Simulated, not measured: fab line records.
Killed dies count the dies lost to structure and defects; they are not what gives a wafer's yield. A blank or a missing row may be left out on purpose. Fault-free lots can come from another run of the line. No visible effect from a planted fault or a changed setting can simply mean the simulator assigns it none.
Which tool is to blame?	flow nand-harc	6 lots, 18 wafers sampled, at 2 steps of a route of 1159

## WHAT THE GAUGES SHOWED, per wafer
NHARC_P_ZERO_WELL_CD_MEAS_24: target cd 720 nm.
lot	measured	on	cd-nm (nm)
L791	day 1 20:35	cd-sem-03	714.6 717.0 715.9
L794	day 2 14:35	cd-sem-02	721.6 720.4 722.0
L798	day 3 14:20	cd-sem-02	718.8 717.4 717.6
L801	day 4 08:21	cd-sem-03	717.6 716.3 713.8
L803	day 4 20:34	cd-sem-01	716.4 715.7 716.4
L806	day 5 14:28	cd-sem-01	719.0 719.1 717.6

## EACH LOT AND THE TOOL THAT RAN IT (in order: tool; ch and the chambers of the sampled wafers; start)
lot	NHARC_P_ZERO_WELL_DESCUM_13
L791	rie-diel-08 ch 0,2, day 1 19:24
L794	rie-diel-08 ch 0,1,2, day 2 13:24
L798	rie-diel-08 ch 0,1,2, day 3 13:17
L801	rie-diel-11 ch 0,3, day 4 07:17
L803	rie-diel-12 ch 1,2, day 4 19:22
L806	rie-diel-11 ch 0,1,3, day 5 13:17
- NHARC_P_ZERO_WELL_DESCUM_13: chemistry O2, time 3 s.

## THE ANSWER, worked out from the rows above alone
Rule: the lots themselves supply what counts as usual. Put in order of their means at a reading, lots are off if they are a third of the lots or fewer, leave a main group of 4 or more, and stand apart from it by a gap of 3 or more times the standard deviation of the main group's means; of several such gaps the widest counts. The tables above print the reading to a certain number of digits; a main group whose means all agree to those digits is not used. A lot without any number at a reading at which 4 lots or more have one is off too. The other lots that the step has rows for count as sound.
No lot is off at any reading shown: from this, nothing can be told.

## WHAT HAD BEEN PUT IN BY THE SIMULATOR
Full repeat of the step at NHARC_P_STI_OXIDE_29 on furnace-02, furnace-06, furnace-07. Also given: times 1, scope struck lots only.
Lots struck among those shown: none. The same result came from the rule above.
